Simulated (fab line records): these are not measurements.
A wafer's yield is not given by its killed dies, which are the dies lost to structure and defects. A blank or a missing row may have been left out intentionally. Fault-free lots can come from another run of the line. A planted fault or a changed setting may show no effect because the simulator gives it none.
Matching of chambers | flow n5_finfet | rie_diel-02 running N5_DUMMY_GATE_ETCH_42: 3 sister chambers
The step etches SiO2 in CHF3/O2, target depth 3.5 nm, time 31 s. 6 wafers are shown with their chamber, then 4 later ones without.

WAFERS WITH THEIR CHAMBER
wafer  | chamber | drypump_motor_current_A (A) | showerhead_plenum_p_Torr (Torr)
L081.4 | 3       | 5.9                         | 2.57
L090.3 | 2       | 6.5                         | 2.33
L090.4 | 1       | 5.6                         | 2.55
L090.6 | 1       | 5.6                         | 2.55
L091.1 | 2       | 6.5                         | 2.33
L091.3 | 3       | 5.8                         | 2.56

WAFERS WITHOUT THEIR CHAMBER
wafer  | drypump_motor_current_A (A) | showerhead_plenum_p_Torr (Torr)
L095.3 | 5.6                         | 2.55
L096.1 | 5.9                         | 2.56
L096.2 | 5.6                         | 2.55
L096.5 | 5.9                         | 2.56

WHICH CHAMBER EACH ONE RAN IN
wafer  | from the rows above | in truth
L095.3 | 1                   | 1
L096.1 | 3                   | 3
L096.2 | 1                   | 1
L096.5 | 3                   | 3
Correctly placed: 4 of 4. Not placeable from these rows: 0. Wrongly placed: 0.
How it was worked out, from the rows above alone: a wafer's distance from a chamber is the root of the sum, over the readings, of the square of ((its reading less the chamber's mean) divided by the reading's scatter). If the next closest chamber is less than 2 further off than the closest, the wafer can't be placed; otherwise it belongs to the closest. For every chamber, the mean is computed from those of its wafers that are shown. The scatter: the root of (the sum of the squares of (reading less its chamber's mean) over the shown wafers, divided by (wafers less chambers)).
